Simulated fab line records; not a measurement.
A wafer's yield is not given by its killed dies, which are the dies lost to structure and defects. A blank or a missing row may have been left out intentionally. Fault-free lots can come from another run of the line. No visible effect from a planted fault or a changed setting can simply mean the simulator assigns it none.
fab line records ; flow n5_finfet
record: lots: 7; wafers: 21
route steps=1938 shown WELL_APT@21 FIN_SAQP@133 FIN_CUT@154 SD_EPI_N@288 SD_EPI_P@295 SD_ACTIVATION@331 ILD0@338
start_h: hours from the record's first day to the start of the lot's first wafer shown ; wait_h: hours since the lot's step before ; " unchanged from the row above ; L1.1+2: a row that stands for several wafers ; - value missing, or start not given ; * or withheld: withheld ; < > ~ a bound
route shown NAME@n: a module of which the file shows steps, and the number in the route of the first ; usual: the fault-free wafers' mean and standard deviation ; same: alike in all rows ; chamber/n: place in a boat ; sites: per-site readings ; _std_site: standard deviation across them ; _edge_site: the outer-site mean with the inner-site mean subtracted ; radius_mm: for every site, how far away it sits from the centre of the wafer ; mask NAME#n: copy n ; behind: the tool/chamber that last shaped the wafer ; hold: why the lot was held/for how many hours/how that ended ; device: the transistor (n, p or np) that didn't switch ; end of line: tests of these same wafers at the route's end ; for a step that has no rows: nothing shown but its recipe ; killed: at the first sort, the dies lost to defects and structure; wafer yield is something else ; map: dies across one wafer; x = killed, . = not, _ = none there
set.NAME: the setting that was run; set.NAME@STEP: the one run at that earlier step ; model.NAME: the simulator's own value behind a step, which no gauge read
lots with deliberately changed settings; one table per step, one row per wafer
== steps ==
step: N5_WELL_APT_COAT_02
recipe: spin_rpm: 1357; resist_thk_nm: 950
lot.wafer;tool;chamber;start_h;wait_h;set.spin_rpm;model.coat_of_WELL_APT_COAT_02.thk_nm
L075.1;litho_track-04;0;-;-;1246;987.7
L075.2;litho_track-04;0;-;-;1246;990.5
L075.5;litho_track-04;0;-;-;1357;948.4
L080.2;litho_track-04;0;-;-;1254;990.1
L080.5;litho_track-04;0;-;-;1357;951.8
L080.6;litho_track-04;0;-;-;1357;947.6
L081.1;litho_track-02;0;-;-;1302;964.4
L081.3;litho_track-02;0;-;-;1302;966.2
L081.5;litho_track-02;0;-;-;1357;944.3
L084.1;litho_track-04;0;-;-;1357;947
L084.2;litho_track-04;0;-;-;1426;924.8
L084.3;litho_track-04;0;-;-;1357;944.2
L088.2;litho_track-02;0;-;-;1357;953.8
L088.3;litho_track-02;0;-;-;1357;955.2
L088.5;litho_track-02;0;-;-;1357;953.6
L092.1;litho_track-03;0;-;-;1357;950.2
L092.4;litho_track-03;0;-;-;1357;951.3
L092.5;litho_track-03;0;-;-;1357;949.4
L096.1;litho_track-04;0;-;-;1357;952.6
L096.2;litho_track-04;0;-;-;1357;950
L096.3;litho_track-04;0;-;-;1422;929.9
step: N5_WELL_APT_PEB_06
recipe: peb_temp_c: 130; peb_time_s: 90
lot.wafer;tool;chamber;start_h;wait_h;set.peb_time_s
L075.1+2+5;litho_track-04;0;19.84;0.1;90
L080.2+5;litho_track-02;0;49.45;0.0;90
L080.6;litho_track-02;0;49.45;0.0;80.65
L081.1+5;litho_track-02;0;55.59;0.1;90
L081.3;litho_track-02;0;55.59;0.1;84.65
L084.1+2;litho_track-04;0;73.97;0.1;90
L084.3;litho_track-04;0;73.97;0.1;71.24
L088.2+3+5;litho_track-04;0;103.81;0.0;90
L092.1;litho_track-03;0;121.57;0.1;74.82
L092.4+5;litho_track-03;0;121.57;0.1;90
L096.1+2+3;litho_track-02;0;145.69;0.1;90
step: N5_WELL_APT_DEVELOP_07
recipe: develop_time_s: 45; rinse_liquid: surfactant_rinse; dry: air_spin; dev_temp_c: 21
step: N5_WELL_APT_HARDBAKE_12
recipe: temp_c: 130; time_s: 120
step: N5_WELL_APT_CD_MEAS_08
recipe: target_cd_nm: 200; landing_energy_ev: 500; detector: se_inlens
usual: cd_nm: 199.8/1.3
lot.wafer;tool;chamber;start_h;wait_h;set.peb_time_s@WELL_APT_PEB_06;cd_nm
L075.1;cd_sem-02;0;19.96;-;90;198.9
L075.2;cd_sem-02;0;19.96;-;90;198.3
L075.5;cd_sem-02;0;19.96;-;90;201.4
L080.2;cd_sem-01;0;49.56;-;90;198.1
L080.5;cd_sem-01;0;49.56;-;90;197.7
L080.6;cd_sem-01;0;49.56;-;80.65;192.1
L081.1;cd_sem-03;0;55.70;-;90;197.0
L081.3;cd_sem-03;0;55.70;-;84.65;197.3
L081.5;cd_sem-03;0;55.70;-;90;200.0
L084.1;cd_sem-02;0;74.08;-;90;201.6
L084.2;cd_sem-02;0;74.08;-;90;202.9
L084.3;cd_sem-02;0;74.08;-;71.24;191.4
L088.2;cd_sem-01;0;103.93;-;90;198.5
L088.3;cd_sem-01;0;103.93;-;90;199.4
L088.5;cd_sem-01;0;103.93;-;90;199.5
L092.1;cd_sem-01;0;121.68;-;74.82;193.7
L092.4;cd_sem-01;0;121.68;-;90;201.4
L092.5;cd_sem-01;0;121.68;-;90;201.8
L096.1;cd_sem-03;0;145.81;-;90;198.6
L096.2;cd_sem-03;0;145.81;-;90;199.5
L096.3;cd_sem-03;0;145.81;-;90;200.3
step: N5_WELL_APT_DESCUM_13
recipe: chemistry: O2; time_s: 7.9; source_power_w: 50; bias_power_w: 20; pressure_mtorr: 20; rf_frequency_hz: 2.712e+07; temp_c: 40; o2_flow_sccm: 225
lot.wafer;tool;chamber;start_h;wait_h;set.peb_time_s@WELL_APT_PEB_06;model.WELL_APT.cd_nm
L075.1;rie_diel-03;1;20.10;0.1;90;198.6
L075.2;rie_diel-03;3;20.10;0.1;90;198.1
L075.5;rie_diel-03;3;20.10;0.1;90;201.4
L080.2;rie_diel-05;3;49.65;0.0;90;197.6
L080.5;rie_diel-05;1;49.65;0.0;90;197.5
L080.6;rie_diel-05;0;49.65;0.0;80.65;192.4
L081.1;rie_diel-05;2;55.79;0.0;90;196.7
L081.3;rie_diel-05;0;55.79;0.0;84.65;197.2
L081.5;rie_diel-05;2;55.79;0.0;90;199.7
L084.1;rie_diel-03;1;74.50;0.4;90;201.4
L084.2;rie_diel-03;0;74.50;0.4;90;202.8
L084.3;rie_diel-03;3;74.50;0.4;71.24;190.9
L088.2;rie_diel-06;0;104.24;0.3;90;198.8
L088.3;rie_diel-06;2;104.24;0.3;90;199.3
L088.5;rie_diel-06;2;104.24;0.3;90;199.6
L092.1;rie_diel-06;1;121.77;0.0;74.82;193.7
L092.4;rie_diel-06;3;121.77;0.0;90;201.4
L092.5;rie_diel-06;1;121.77;0.0;90;201.9
L096.1;rie_diel-05;0;145.89;0.0;90;199.3
L096.2;rie_diel-05;1;145.89;0.0;90;199.2
L096.3;rie_diel-05;2;145.89;0.0;90;200.2
step: N5_WELL_APT_COAT_19
recipe: spin_rpm: 1357; resist_thk_nm: 950
lot.wafer;tool;chamber;start_h;wait_h;set.spin_rpm;model.coat_of_WELL_APT_COAT_19.thk_nm
L075.1;litho_track-03;0;-;-;1218;999.1
L075.2;litho_track-03;0;-;-;1357;950.4
L075.5;litho_track-03;0;-;-;1357;946.2
L080.2;litho_track-04;0;-;-;1357;951.2
L080.5;litho_track-04;0;-;-;1357;955.8
L080.6;litho_track-04;0;-;-;1293;975
L081.1;litho_track-03;0;-;-;1357;951.4
L081.3;litho_track-03;0;-;-;1414;933.4
L081.5;litho_track-03;0;-;-;1357;952.8
L084.1;litho_track-04;0;-;-;1357;951.5
L084.2;litho_track-04;0;-;-;1247;992.7
L084.3;litho_track-04;0;-;-;1247;990.4
L088.2;litho_track-03;0;-;-;1357;947.3
L088.3;litho_track-03;0;-;-;1357;950.9
L088.5;litho_track-03;0;-;-;1357;944.3
L092.1;litho_track-02;0;-;-;1490;908.3
L092.4;litho_track-02;0;-;-;1490;909.6
L092.5;litho_track-02;0;-;-;1357;955.2
L096.1;litho_track-02;0;-;-;1357;950
L096.2;litho_track-02;0;-;-;1357;951.3
L096.3;litho_track-02;0;-;-;1357;951.7
step: N5_FIN_SAQP_COAT_68
recipe: resist: SOC; temp_c: 250; time_s: 60; spin_rpm: 1500; resist_thk_nm: 100
lot.wafer;tool;chamber;start_h;wait_h;set.spin_rpm;model.SOC_of_FIN_SAQP_COAT_68.thk_nm
L075.1;litho_track-05;0;32.70;0.3;1605;97.2
L075.2;litho_track-05;0;32.70;0.3;1500;100.2
L075.5;litho_track-05;0;32.70;0.3;1605;96.8
L080.2;litho_track-05;0;62.41;0.3;1500;100.2
L080.5;litho_track-05;0;62.41;0.3;1500;100
L080.6;litho_track-05;0;62.41;0.3;1500;100.4
L081.1;litho_track-05;0;68.21;0.3;1605;96.8
L081.3;litho_track-05;0;68.21;0.3;1605;96.6
L081.5;litho_track-05;0;68.21;0.3;1500;100
L084.1+3;litho_track-02;0;84.94;0.3;1577;98
L084.2;litho_track-02;0;84.94;0.3;1500;100.4
L088.2;litho_track-03;0;115.32;0.3;1500;99.4
L088.3+5;litho_track-03;0;115.32;0.3;1500;99.6
L092.1+4;litho_track-02;0;134.31;0.3;1500;100
L092.5;litho_track-02;0;134.31;0.3;1337;106
L096.1;litho_track-03;0;156.95;0.3;1500;100.4
L096.2;litho_track-03;0;156.95;0.3;1500;100.2
L096.3;litho_track-03;0;156.95;0.3;1500;100
step: N5_FIN_SAQP_ETCH_69
recipe: chemistry: N2/H2; target: SOC; target_depth_a: 1500; stop_on: SiNx; ion_energy_ev: 100; bias_w: 61; pressure_mtorr: 30; source_w: 850; n2_flow_sccm: 200; h2_flow_sccm: 200
lot.wafer;tool;chamber;start_h;wait_h;set.spin_rpm@FIN_SAQP_COAT_68;model.SOC_of_FIN_SAQP_COAT_68.thk_nm
L075.1;rie_diel-03;3;32.77;-;1605;2.6
L075.2;rie_diel-03;0;32.77;-;1500;6.4
L075.5;rie_diel-03;0;32.77;-;1605;2.8
L080.2;rie_diel-06;1;62.61;-;1500;4.2
L080.5;rie_diel-06;0;62.61;-;1500;2.4
L080.6;rie_diel-06;3;62.61;-;1500;5.4
L081.1;rie_diel-05;1;68.32;-;1605;2
L081.3;rie_diel-05;0;68.32;-;1605;2.6
L081.5;rie_diel-05;2;68.32;-;1500;4.6
L084.1+3;rie_diel-06;3,1;85.00;-;1577;4
L084.2;rie_diel-06;2;85.00;-;1500;6
L088.2;rie_diel-06;3;115.51;-;1500;4.2
L088.3;rie_diel-06;1;115.51;-;1500;3.8
L088.5;rie_diel-06;2;115.51;-;1500;5.2
L092.1;rie_diel-05;2;134.37;-;1500;5
L092.4;rie_diel-05;1;134.37;-;1500;4.6
L092.5;rie_diel-05;3;134.37;-;1337;11.8
L096.1;rie_diel-03;1;157.01;-;1500;4.8
L096.2;rie_diel-03;2;157.01;-;1500;2.8
L096.3;rie_diel-03;3;157.01;-;1500;5.8
step: N5_FIN_CUT_COAT_18
recipe: resist: SOC; temp_c: 250; time_s: 60; spin_rpm: 1500; resist_thk_nm: 230
lot.wafer;tool;chamber;start_h;wait_h;set.spin_rpm;model.SOC_of_FIN_CUT_COAT_18.thk_nm
L075.1;litho_track-01;0;34.30;0.0;1500;230.8
L075.2;litho_track-01;0;34.30;0.0;1500;230.2
L075.5;litho_track-01;0;34.30;0.0;1500;230.6
L080.2+6;litho_track-02;0;64.11;0.0;1500;228.8
L080.5;litho_track-02;0;64.11;0.0;1408;236
L081.1;litho_track-01;0;69.77;0.0;1500;231
L081.3;litho_track-01;0;69.77;0.0;1500;231.2
L081.5;litho_track-01;0;69.77;0.0;1551;227
L084.1;litho_track-01;0;86.45;0.0;1500;230.8
L084.2+3;litho_track-01;0;86.45;0.0;1500;230
L088.2+3;litho_track-02;0;117.05;0.0;1500;231.2
L088.5;litho_track-02;0;117.05;0.0;1500;231
L092.1;litho_track-01;0;136.68;0.0;1500;231.4
L092.4;litho_track-01;0;136.68;0.0;1500;230.8
L092.5;litho_track-01;0;136.68;0.0;1500;231.6
L096.1;litho_track-01;0;158.51;0.0;1500;229.8
L096.2;litho_track-01;0;158.51;0.0;1500;230.2
L096.3;litho_track-01;0;158.51;0.0;1500;230.4
step: N5_FIN_CUT_EXPOSE_05
recipe: mask_id: FIN_CUT; na: 0.33; source_shape: annular; sigma_inner: 0.35; sigma_outer: 0.8; polarization: unpolarized; dose_mj: 45.75
lot.wafer;tool;chamber;start_h;wait_h;mask;set.dose_mj
L075.1;euv_scanner-02;0;34.43;-;FIN_CUT#0;47.24
L075.2+5;euv_scanner-02;0;34.43;-;FIN_CUT#0;45.75
L080.2;euv_scanner-02;0;64.25;-;FIN_CUT#0;43.81
L080.5+6;euv_scanner-02;0;64.25;-;FIN_CUT#0;45.75
L081.1+3+5;euv_scanner-02;0;69.91;-;FIN_CUT#0;45.75
L084.1+2+3;euv_scanner-02;0;86.59;-;FIN_CUT#0;45.75
L088.2+3+5;euv_scanner-02;0;117.19;-;FIN_CUT#0;45.75
L092.1+4;euv_scanner-01;0;136.81;-;FIN_CUT#0;45.75
L092.5;euv_scanner-01;0;136.81;-;FIN_CUT#0;47.21
L096.1;euv_scanner-02;0;158.65;-;FIN_CUT#0;42.95
L096.2+3;euv_scanner-02;0;158.65;-;FIN_CUT#0;45.75
step: N5_FIN_CUT_PEB_06
recipe: peb_temp_c: 100; peb_time_s: 60; resist: CAR-EUV
step: N5_FIN_CUT_DEVELOP_07
recipe: develop_time_s: 30; developer: TMAH; resist: CAR-EUV; rinse_liquid: surfactant_rinse; dry: air_spin; dev_temp_c: 23
step: N5_FIN_CUT_DESCUM_13
recipe: chemistry: O2; time_s: 7; source_power_w: 50; bias_power_w: 20; pressure_mtorr: 20; rf_frequency_hz: 2.712e+07; temp_c: 40; resist: CAR-EUV; o2_flow_sccm: 225
step: N5_FIN_CUT_ETCH_30
recipe: chemistry: N2/H2; target: underlayer; target_depth_a: 130; mask_material: CAR-EUV; time_s: 10.4; ion_energy_ev: 200; pressure_mtorr: 30; source_w: 840; bias_w: 150; n2_flow_sccm: 200; h2_flow_sccm: 200; ends: cleared
lot.wafer;tool;chamber;start_h;wait_h;set.dose_mj@FIN_CUT_EXPOSE_05;model.FIN_CUT.cd_offset_nm
L075.1;rie_diel-02;1;34.72;0.0;47.24;0.4
L075.2;rie_diel-02;3;34.72;0.0;45.75;0
L075.5;rie_diel-02;2;34.72;0.0;45.75;-0.2
L080.2;rie_diel-04;1;64.64;0.0;43.81;-0.8
L080.5+6;rie_diel-04;0,3;64.64;0.0;45.75;-0.2
L081.1+5;rie_diel-04;2,1;70.20;0.0;45.75;0
L081.3;rie_diel-04;0;70.20;0.0;45.75;0.2
L084.1+2;rie_diel-04;0,2;86.88;0.0;45.75;0
L084.3;rie_diel-04;1;86.88;0.0;45.75;-0.2
L088.2+5;rie_diel-01;2,0;117.48;0.0;45.75;0
L088.3;rie_diel-01;3;117.48;0.0;45.75;0.2
L092.1;rie_diel-02;2;137.12;0.0;45.75;0
L092.4;rie_diel-02;3;137.12;0.0;45.75;0.2
L092.5;rie_diel-02;2;137.12;0.0;47.21;0.6
L096.1;rie_diel-01;2;159.12;0.0;42.95;-1
L096.2+3;rie_diel-01;3,0;159.12;0.0;45.75;0
step: N5_FIN_CUT_ETCH_20
recipe: chemistry: CF4; target: SiARC; target_depth_a: 260; mask_material: CAR-EUV; time_s: 43.3; ion_energy_ev: 80; pressure_mtorr: 40; source_w: 545; bias_w: 36; Ar_flow_sccm: 100; cf4_flow_sccm: 100; ends: cleared
step: N5_FIN_CUT_ETCH_21
recipe: chemistry: N2/H2; target: SOC; target_depth_a: 2190; overetch_a: 438; mask_material: SiARC; temp_c: 40; ion_energy_ev: 100; bias_w: 61; time_s: 523.5; pressure_mtorr: 30; source_w: 850; n2_flow_sccm: 200; h2_flow_sccm: 200
lot.wafer;tool;chamber;start_h;wait_h;set.spin_rpm@FIN_CUT_COAT_18;model.etch.depth_nm
L075.1;rie_diel-02;1;34.78;0.0;1500;230.9
L075.2;rie_diel-02;3;34.78;0.0;1500;230.1
L075.5;rie_diel-02;2;34.78;0.0;1500;230.6
L080.2+6;rie_diel-04;1,3;64.70;0.0;1500;228.7
L080.5;rie_diel-04;0;64.70;0.0;1408;236
L081.1;rie_diel-04;2;70.26;0.0;1500;231
L081.3;rie_diel-04;0;70.26;0.0;1500;231.2
L081.5;rie_diel-04;1;70.26;0.0;1551;227.1
L084.1;rie_diel-04;0;86.94;0.0;1500;230.8
L084.2+3;rie_diel-04;2,1;86.94;0.0;1500;230
L088.2+3;rie_diel-01;2,3;117.54;0.0;1500;231.3
L088.5;rie_diel-01;0;117.54;0.0;1500;231
L092.1;rie_diel-02;2;137.21;0.0;1500;231.5
L092.4;rie_diel-02;3;137.21;0.0;1500;230.9
L092.5;rie_diel-02;2;137.21;0.0;1500;231.6
L096.1;rie_diel-01;2;159.18;0.0;1500;229.9
L096.2;rie_diel-01;3;159.18;0.0;1500;230.1
L096.3;rie_diel-01;0;159.18;0.0;1500;230.4
step: N5_SD_EPI_N_EPI_21
recipe: material: Si:P; dopant: P; temp_c: 680; pressure_torr: 255; time_s: 690
lot.wafer;tool;chamber;start_h;wait_h;set.time_s;model.Si-P_of_SD_EPI_N_EPI_21.thk_nm
L075.1+2;epi_rpcvd-04;0;57.83;0.1;690;58.8
L075.5;epi_rpcvd-04;0;58.95;1.1;690;60
L080.2+5;epi_rpcvd-02;0;90.86;0.4;690;60.2
L080.6;epi_rpcvd-02;0;91.98;1.4;604.3;54.8
L081.1;epi_rpcvd-04;0;93.92;0.2;648.3;56.2
L081.3;epi_rpcvd-04;0;93.92;0.2;648.3;56.4
L081.5;epi_rpcvd-04;0;93.92;0.2;690;57.6
L084.1;epi_rpcvd-03;0;112.62;0.3;690;58
L084.2+3;epi_rpcvd-03;0;112.62;0.3;776.8;64
L088.2;epi_rpcvd-03;0;141.62;0.5;690;59.2
L088.3;epi_rpcvd-03;0;141.62;0.5;690;58.6
L088.5;epi_rpcvd-03;0;141.62;0.5;690;59
L092.1;epi_rpcvd-04;0;160.53;0.1;690;58.6
L092.4;epi_rpcvd-04;0;160.53;0.1;742.9;62
L092.5;epi_rpcvd-04;0;160.53;0.1;690;58.8
L096.1;epi_rpcvd-02;0;190.36;0.1;690;59.4
L096.2;epi_rpcvd-02;0;190.36;0.1;690;59.6
L096.3;epi_rpcvd-02;0;190.36;0.1;636.5;56.4
step: N5_SD_EPI_N_EPI_MEAS_23
recipe: mode: xrd
usual: thk_nm: 59.1/1.2
lot.wafer;tool;chamber;start_h;wait_h;set.time_s@SD_EPI_N_EPI_21;thk_nm
L075.1;film_metro-01;-;59.54;1.4;690;58.8
L075.2;film_metro-01;-;59.54;1.4;690;58.7
L075.5;film_metro-01;-;59.54;1.4;690;60.1
L080.2;film_metro-02;-;92.30;1.2;690;59.8
L080.5;film_metro-02;-;92.30;1.2;690;60.6
L080.6;film_metro-02;-;92.30;1.2;604.3;55.2
L081.1;film_metro-01;-;96.20;1.9;648.3;56.3
L081.3;film_metro-01;-;96.20;1.9;648.3;55.8
L081.5;film_metro-01;-;96.20;1.9;690;57.9
L084.1;film_metro-01;-;115.66;2.5;690;57.0
L084.2;film_metro-01;-;115.66;2.5;776.8;62.1
L084.3;film_metro-01;-;115.66;2.5;776.8;65.5
L088.2;film_metro-01;-;143.54;1.6;690;59.7
L088.3;film_metro-01;-;143.54;1.6;690;61.1
L088.5;film_metro-01;-;143.54;1.6;690;59.2
L092.1;film_metro-01;-;162.25;1.4;690;58.9
L092.4;film_metro-01;-;162.25;1.4;742.9;62.6
L092.5;film_metro-01;-;162.25;1.4;690;59.9
L096.1;film_metro-01;-;192.07;1.4;690;57.8
L096.2;film_metro-01;-;192.07;1.4;690;60.5
L096.3;film_metro-01;-;192.07;1.4;636.5;56.1
step: N5_SD_EPI_N_PRECLEAN_24
recipe: chemistry: O3/DIW; time_s: 60; temp_c: 22; o3_ppm: 10
lot.wafer;tool;chamber;start_h;wait_h;set.time_s@SD_EPI_N_EPI_21;model.Si-P_of_SD_EPI_N_EPI_21.thk_nm
L075.1+2;wet_bench-05;4,7;59.58;0.0;690;58.4
L075.5;wet_bench-05;3;59.58;0.0;690;59.6
L080.2+5;wet_bench-05;0,2;92.33;0.0;690;59.8
L080.6;wet_bench-05;3;92.33;0.0;604.3;54.4
L081.1;wet_bench-02;3;96.23;0.0;648.3;55.8
L081.3;wet_bench-02;2;96.23;0.0;648.3;56
L081.5;wet_bench-02;6;96.23;0.0;690;57.2
L084.1;wet_bench-05;6;115.70;0.0;690;57.6
L084.2+3;wet_bench-05;4,3;115.70;0.0;776.8;63.6
L088.2;wet_bench-02;3;143.58;0.0;690;58.8
L088.3;wet_bench-02;1;143.58;0.0;690;58.2
L088.5;wet_bench-02;6;143.58;0.0;690;58.6
L092.1;wet_bench-01;5;162.29;0.0;690;58.2
L092.4;wet_bench-01;4;162.29;0.0;742.9;61.6
L092.5;wet_bench-01;0;162.29;0.0;690;58.4
L096.1;wet_bench-01;6;192.11;0.0;690;59
L096.2;wet_bench-01;2;192.11;0.0;690;59.2
L096.3;wet_bench-01;3;192.11;0.0;636.5;56.2
step: N5_SD_EPI_P_COAT_34
recipe: resist: SOC; temp_c: 250; time_s: 60; spin_rpm: 1500; resist_thk_nm: 350
lot.wafer;tool;chamber;start_h;wait_h;set.temp_c
L075.1+5;litho_track-05;0;60.13;0.0;250
L075.2;litho_track-05;0;60.13;0.0;259.6
L080.2+5+6;litho_track-01;0;93.14;0.0;250
L081.1+5;litho_track-04;0;96.79;0.0;242.1
L081.3;litho_track-04;0;96.79;0.0;250
L084.1+2+3;litho_track-01;0;116.25;0.0;250
L088.2+3+5;litho_track-01;0;144.13;0.0;250
L092.1+4+5;litho_track-01;0;162.91;0.0;250
L096.1+2+3;litho_track-05;0;193.38;0.0;250
step: N5_SD_EPI_P_COAT_35
recipe: resist: SiARC; temp_c: 220; time_s: 60; spin_rpm: 1500; resist_thk_nm: 35
step: N5_SD_EPI_P_COAT_03
recipe: resist: CAR-ArF-block; spin_rpm: 1500; resist_thk_nm: 150
step: N5_SD_EPI_P_EPI_21
recipe: material: SiGe:B; dopant: B; temp_c: 550; pressure_torr: 20; ambient: H2; time_s: 355
step: N5_SD_EPI_P_HM_STRIP_48
recipe: chemistry: H3PO4; temp_c: 160; material: SiNx; target: SiNx; target_depth_a: 30; overetch_fraction: 0.3
lot.wafer;tool;chamber;start_h;wait_h;set.time_s@SD_EPI_N_EPI_21;model.Si-P_of_SD_EPI_N_EPI_21.thk_nm
L075.1;wet_bench-04;2;65.03;0.0;690;58.2
L075.2;wet_bench-04;7;65.03;0.0;690;58
L075.5;wet_bench-04;6;65.03;0.0;690;59.4
L080.2+5;wet_bench-03;7,5;97.15;0.0;690;59.4
L080.6;wet_bench-03;4;97.15;0.0;604.3;54.2
L081.1;wet_bench-03;4;101.66;0.0;648.3;55.6
L081.3;wet_bench-03;5;101.66;0.0;648.3;55.8
L081.5;wet_bench-03;6;101.66;0.0;690;56.8
L084.1;wet_bench-06;0;121.12;0.0;690;57.4
L084.2;wet_bench-06;6;121.12;0.0;776.8;63.4
L084.3;wet_bench-06;3;121.12;0.0;776.8;63.2
L088.2;wet_bench-06;0;148.05;0.0;690;58.6
L088.3;wet_bench-06;1;148.05;0.0;690;58
L088.5;wet_bench-06;5;148.05;0.0;690;58.2
L092.1;wet_bench-06;2;167.48;0.0;690;58
L092.4;wet_bench-06;4;167.48;0.0;742.9;61.4
L092.5;wet_bench-06;3;167.48;0.0;690;58.2
L096.1;wet_bench-06;6;197.68;0.0;690;58.6
L096.2;wet_bench-06;5;197.68;0.0;690;59
L096.3;wet_bench-06;0;197.68;0.0;636.5;55.8
step: N5_SD_ACTIVATION_LSA_01
recipe: temp_c: 1080; time_s: 0.0008; ambient: N2
usual: wafer_temp_C_max: 1083.1/0.82
lot.wafer;tool;chamber;start_h;wait_h;set.temp_c;wafer_temp_C_max
L075.1;laser_anneal-02;0;65.66;0.2;1080;1082.4
L075.2;laser_anneal-02;0;65.66;0.2;1080;1082.4
L075.5;laser_anneal-02;0;65.66;0.2;1100;1102.8
L080.2;laser_anneal-01;0;97.58;0.2;1089;1092.3
L080.5;laser_anneal-01;0;97.58;0.2;1089;1091.7
L080.6;laser_anneal-01;0;97.58;0.2;1089;1091.8
L081.1;laser_anneal-02;0;102.04;0.2;1104;1107.7
L081.3;laser_anneal-02;0;102.04;0.2;1104;1107.5
L081.5;laser_anneal-02;0;102.04;0.2;1104;1106.6
L084.1;laser_anneal-01;0;121.49;0.2;1080;1083.5
L084.2;laser_anneal-01;0;121.49;0.2;1080;1084.6
L084.3;laser_anneal-01;0;121.49;0.2;1080;1084.6
L088.2;laser_anneal-01;0;148.47;0.2;1080;1083.0
L088.3;laser_anneal-01;0;148.47;0.2;1080;1083.4
L088.5;laser_anneal-01;0;148.47;0.2;1080;1084.2
L092.1;laser_anneal-01;0;167.96;0.2;1080;1084.0
L092.4;laser_anneal-01;0;167.96;0.2;1106;1109.8
L092.5;laser_anneal-01;0;167.96;0.2;1106;1110.7
L096.1;laser_anneal-01;0;198.17;0.2;1080;1084.0
L096.2;laser_anneal-01;0;198.17;0.2;1080;1083.6
L096.3;laser_anneal-01;0;198.17;0.2;1080;1083.3
step: N5_ILD0_CMP_03
recipe: stop_on: SiNx; t_overpolish_s: 1.9; post_cmp_clean: alkaline_brush; down_force_psi: 4.1491; platen_rpm: 51.796; pad_velocity_m_s: 1.0306; target_thk_nm: 197.38
usual: time_to_endpoint_s: 69/4.2
lot.wafer;tool;chamber;start_h;wait_h;set.down_force_psi;time_to_endpoint_s
L075.1;cmp-01;1;68.63;0.1;3.788;81
L075.2;cmp-01;3;68.63;0.1;3.788;84
L075.5;cmp-01;1;68.63;0.1;3.788;82
L080.2;cmp-03;2;100.55;0.1;4.1491;67
L080.5;cmp-03;0;100.55;0.1;4.1491;69
L080.6;cmp-03;1;100.55;0.1;3.222;87
L081.1;cmp-03;0;105.03;0.1;4.1491;67
L081.3;cmp-03;3;105.03;0.1;3.37;79
L081.5;cmp-03;1;105.03;0.1;4.1491;66
L084.2;cmp-01;0;124.85;0.5;4.1491;75
L084.3;cmp-01;1;124.85;0.5;3.218;97
L084.1;cmp-01;2;124.85;0.5;3.218;96
L088.2;cmp-01;2;151.66;0.0;4.1491;70
L088.3;cmp-01;0;151.66;0.0;4.1491;72
L088.5;cmp-01;3;151.66;0.0;4.1491;69
L092.1;cmp-01;2;171.02;0.2;4.449;65
L092.4;cmp-01;3;171.02;0.2;4.449;65
L092.5;cmp-01;3;171.02;0.2;4.449;63
L096.2;cmp-01;2;202.48;0.0;4.1491;67
L096.3;cmp-01;0;202.48;0.0;4.711;62
L096.1;cmp-01;1;202.48;0.0;4.711;61
== key ==
split: step: N5_WELL_APT_COAT_02; setting: spin_rpm; stated: 1357; by: wafer
response: step: N5_WELL_APT_COAT_02; reading: model.coat_of_WELL_APT_COAT_02.thk_nm; change: -4.92; per: 1%; r: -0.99
split: step: N5_WELL_APT_PEB_06; setting: peb_time_s; stated: 90; by: wafer
response: step: N5_WELL_APT_CD_MEAS_08; reading: cd_nm; change: +0.495; per: 1%; r: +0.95
response: step: N5_WELL_APT_DESCUM_13; reading: model.WELL_APT.cd_nm; change: +0.494; per: 1%; r: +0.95
split: step: N5_WELL_APT_COAT_19; setting: spin_rpm; stated: 1357; by: wafer
response: step: N5_WELL_APT_COAT_19; reading: model.coat_of_WELL_APT_COAT_19.thk_nm; change: -4.82; per: 1%; r: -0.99
split: step: N5_FIN_SAQP_COAT_68; setting: spin_rpm; stated: 1500; by: wafer
response: step: N5_FIN_SAQP_COAT_68; reading: model.SOC_of_FIN_SAQP_COAT_68.thk_nm; change: -0.507; per: 1%; r: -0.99
response: step: N5_FIN_SAQP_ETCH_69; reading: model.SOC_of_FIN_SAQP_COAT_68.thk_nm; change: -0.529; per: 1%; r: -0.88
split: step: N5_FIN_CUT_COAT_18; setting: spin_rpm; stated: 1500; by: wafer
response: step: N5_FIN_CUT_COAT_18; reading: model.SOC_of_FIN_CUT_COAT_18.thk_nm; change: -1.18; per: 1%; r: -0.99
response: step: N5_FIN_CUT_ETCH_21; reading: model.etch.depth_nm; change: -1.18; per: 1%; r: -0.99
split: step: N5_FIN_CUT_EXPOSE_05; setting: dose_mj; stated: 45.75; by: wafer
response: step: N5_FIN_CUT_ETCH_30; reading: model.FIN_CUT.cd_offset_nm; change: +0.156; per: 1%; r: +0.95
split: step: N5_SD_EPI_N_EPI_21; setting: time_s; stated: 690; by: wafer
response: step: N5_SD_EPI_N_EPI_21; reading: model.Si-P_of_SD_EPI_N_EPI_21.thk_nm; change: +0.427; per: 1%; r: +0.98
response: step: N5_SD_EPI_N_EPI_MEAS_23; reading: thk_nm; change: *; per: 1%; r: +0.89
response: step: N5_SD_EPI_N_PRECLEAN_24; reading: model.Si-P_of_SD_EPI_N_EPI_21.thk_nm; change: +0.424; per: 1%; r: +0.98
response: step: N5_SD_EPI_P_HM_STRIP_48; reading: model.Si-P_of_SD_EPI_N_EPI_21.thk_nm; change: +0.415; per: 1%; r: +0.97
split: step: N5_SD_EPI_P_COAT_34; setting: temp_c; stated: 250; by: wafer
response none clear
split: step: N5_SD_ACTIVATION_LSA_01; setting: temp_c; stated: 1080; by: wafer
response: step: N5_SD_ACTIVATION_LSA_01; reading: wafer_temp_C_max; change: *; per: 1%; r: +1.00
split: step: N5_ILD0_CMP_03; setting: down_force_psi; stated: 4.1491; by: wafer
response: step: N5_ILD0_CMP_03; reading: time_to_endpoint_s; change: *; per: 1%; r: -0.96
